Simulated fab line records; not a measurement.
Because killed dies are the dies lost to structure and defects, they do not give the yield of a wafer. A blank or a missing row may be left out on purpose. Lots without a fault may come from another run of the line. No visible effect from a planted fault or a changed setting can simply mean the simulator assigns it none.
Which of the tools did it?    flow nand_harc    36 wafers from 12 lots sampled at 5 of the route's 1159 steps

## WHAT THE GAUGES READ, wafer by wafer
NHARC_P_STI_INSPECT_25.
lot   measured     on                 raw_defect_count
L456  day 3 17:54  defect_inspect-02  278 253 295
L457  day 3 17:54  defect_inspect-01  526 182 203
L458  day 4 09:36  defect_inspect-02  118 112 140
L459  day 4 09:37  defect_inspect-01  179 259 267
L461  day 5 01:02  defect_inspect-01  386 262 203
L465  day 5 22:09  defect_inspect-01  123 377 155
L471  day 7 13:49  defect_inspect-02  193 163 214
L472  day 7 13:49  defect_inspect-01  191 291 96
L475  day 8 07:38  defect_inspect-02  155 229 219
L476  day 8 19:02  defect_inspect-02  218 155 179
L477  day 8 19:02  defect_inspect-02  115 224 196
L479  day 9 05:54  defect_inspect-02  158 251 231

NHARC_END_SORT_01.
lot   measured      on         killed_at_array  killed_at_other  killed_at_periphery  killed_dies  killed_open  killed_short
L465  day 21 19:27  prober-02  18 17 16         0 0 0            12 5 8               30 22 24     4 2 3        2 1 1
L472  day 23 04:22  prober-01  13 13 15         0 0 0            10 10 11             23 23 26     1 1 2        0 2 3

## WHICH TOOL RAN EACH LOT (tool, then ch and the chambers of the sampled wafers, then the start)
lot   NHARC_P_STI_ETCH_42                NHARC_P_GATE_DESCUM_48              NHARC_P_GATE_STRIP_67
L456  rie_diel-09 ch 2,3, day 2 08:54    rie_diel-11 ch 0,2, day 5 04:08     wet_bench-01 ch 3,4,7, day 5 11:10
L457  rie_diel-04 ch 0,2,3, day 2 18:23  rie_diel-12 ch 1,2,3, day 5 06:03   wet_bench-07 ch 0,1,6, day 5 13:43
L458  rie_diel-04 ch 0,1, day 3 01:50    rie_diel-11 ch 0,2,3, day 5 19:53   wet_bench-07 ch 1,2,3, day 6 01:44
L459  rie_diel-09 ch 0,1,3, day 3 01:53  rie_diel-03 ch 0,2,3, day 5 20:02   wet_bench-02 ch 2,5,6, day 6 02:31
L461  rie_diel-01 ch 0,3, day 3 18:26    rie_diel-11 ch 0,1,3, day 6 13:25   wet_bench-07 ch 0,2,5, day 6 19:46
L465  rie_diel-09 ch 1,2,3, day 4 20:59  rie_diel-11 ch 1,3, day 7 08:27     wet_bench-01 ch 0,3,4, day 7 14:38
L471  rie_diel-09 ch 0,1,2, day 6 09:26  rie_diel-12 ch 0,3, day 9 02:33     wet_bench-07 ch 0,1,4, day 9 08:40
L472  rie_diel-01 ch 2,3, day 6 09:34    rie_diel-12 ch 0,2, day 9 02:41     wet_bench-02 ch 0,1,2, day 9 08:55
L475  rie_diel-04 ch 0,2, day 7 05:17    rie_diel-03 ch 0,2, day 9 18:05     wet_bench-02 ch 2,3,4, day 10 00:05
L476  rie_diel-01 ch 1,2, day 7 11:13    rie_diel-11 ch 0,3, day 10 08:28    wet_bench-01 ch 3,4,7, day 10 14:45
L477  rie_diel-04 ch 1,2, day 7 17:11    rie_diel-12 ch 0,1,3, day 10 08:06  wet_bench-01 ch 0,5,6, day 10 13:54
L479  rie_diel-01 ch 1,2,3, day 8 05:31  rie_diel-12 ch 0,1,2, day 10 17:43  wet_bench-01 ch 2,3,7, day 10 23:44
- NHARC_P_STI_ETCH_42: etches the open film in N2/H2, target depth 80 nm, overetch 24 nm, time 61 s.
- NHARC_P_GATE_DESCUM_48: chemistry O2, time 3 s.
- NHARC_P_GATE_STRIP_67: strips in SPM, time 600 s.

## WHAT THE TOOLS THEMSELVES READ (means of the sampled wafers that have a number; where no wafer has one, the mark that the record gives instead)
NHARC_P_STI_ETCH_42.
lot   tool         drypump_motor_current_A (A)  mfc_ar_sccm (sccm)  oes_product_au (a.u.)  rf_vpp_V (V)  showerhead_plenum_p_Torr (Torr)  throttle_valve_pct (%)
L456  rie_diel-09  5.9                          0.001               0.997                  432.5         2.11                             14.168
L457  rie_diel-04  5.8                          0.011               1.003                  428.9         2.00                             14.167
L458  rie_diel-04  6.0                          0.008               0.996                  427.5         1.93                             14.174
L459  rie_diel-09  5.4                          0.009               0.985                  431.1         2.08                             14.179
L461  rie_diel-01  6.1                          0.002               1.010                  431.8         2.10                             14.182
L465  rie_diel-09  5.6                          0.010               0.986                  434.0         2.12                             14.174
L471  rie_diel-09  5.4                          0.010               0.994                  433.8         2.15                             14.177
L472  rie_diel-01  6.0                          0.005               0.997                  427.8         1.94                             14.164
L475  rie_diel-04  5.7                          0.015               1.009                  429.0         1.98                             14.180
L476  rie_diel-01  5.4                          0.001               1.000                  430.4         2.04                             14.163
L477  rie_diel-04  5.8                          0.007               0.997                  430.0         2.00                             14.170
L479  rie_diel-01  5.7                          0.003               1.000                  428.4         1.99                             14.174

NHARC_P_GATE_DESCUM_48.
lot   tool         drypump_motor_current_A (A)  mfc_ar_sccm (sccm)  oes_product_au (a.u.)  rf_vpp_V (V)  showerhead_plenum_p_Torr (Torr)  throttle_valve_pct (%)
L456  rie_diel-11  5.9                          0.010               1.003                  56.7          1.82                             11.316
L457  rie_diel-12  5.6                          0.014               0.995                  57.7          1.87                             11.319
L458  rie_diel-11  6.2                          0.005               1.004                  57.8          1.81                             11.303
L459  rie_diel-03  6.0                          0.009               0.974                  57.5          1.94                             11.309
L461  rie_diel-11  6.0                          0.005               1.001                  57.7          1.91                             11.308
L465  rie_diel-11  6.0                          0.000               0.995                  58.3          1.98                             11.309
L471  rie_diel-12  5.7                          0.004               0.997                  57.7          1.99                             11.310
L472  rie_diel-12  5.8                          0.007               0.994                  57.7          1.94                             11.306
L475  rie_diel-03  5.6                          0.016               0.996                  57.7          1.98                             11.307
L476  rie_diel-11  6.1                          0.010               0.994                  57.5          1.81                             11.305
L477  rie_diel-12  5.9                          0.018               1.001                  57.8          2.02                             11.306
L479  rie_diel-12  5.8                          0.018               0.986                  58.6          1.96                             11.303

NHARC_P_GATE_STRIP_67.
lot   tool          bath_guard_temp_C (C)  run_length_s (s)
L456  wet_bench-01  130.0                  602.4
L457  wet_bench-07  130.2                  602.3
L458  wet_bench-07  130.6                  603.0
L459  wet_bench-02  129.7                  603.3
L461  wet_bench-07  130.6                  602.6
L465  wet_bench-01  129.9                  602.6
L471  wet_bench-07  130.5                  468.0
L472  wet_bench-02  129.4                  603.5
L475  wet_bench-02  129.9                  603.0
L476  wet_bench-01  129.9                  602.9
L477  wet_bench-01  130.0                  603.0
L479  wet_bench-01  130.0                  602.6

## THE ANSWER, worked out from the rows above alone
Rule: what is usual is taken from the lots themselves. Put in order of their means at a reading, lots are off if they are a third of the lots or fewer, leave a main group of 4 or more, and stand apart from it by a gap of 3 or more times the standard deviation of the main group's means; of several such gaps the widest counts. Not used: any main group whose means are identical at the precision the tables above print for the reading. Also off: a lot with no number at a reading for which 4 or more lots have one. All remaining lots with rows at the step are treated as sound. Order of review: gauges by route order, followed by the tools' own readings, for which a lot's mean as printed above is used. At the first step where some lot is off, the reading lying furthest off is the one used; lots without a number count as furthest.
Off: L471 (NHARC_P_GATE_STRIP_67, run_length_s). Main group: mean 602.8 s, sd 0.35.
A tool fits if, at that step or a process step before it, it ran every lot that is off, and no sound lot after the first of them. Undecided on this evidence; 2 tools fit (rie_diel-09 at NHARC_P_STI_ETCH_42, wet_bench-07 at NHARC_P_GATE_STRIP_67).

## WHAT THE SIMULATOR HAD PUT IN
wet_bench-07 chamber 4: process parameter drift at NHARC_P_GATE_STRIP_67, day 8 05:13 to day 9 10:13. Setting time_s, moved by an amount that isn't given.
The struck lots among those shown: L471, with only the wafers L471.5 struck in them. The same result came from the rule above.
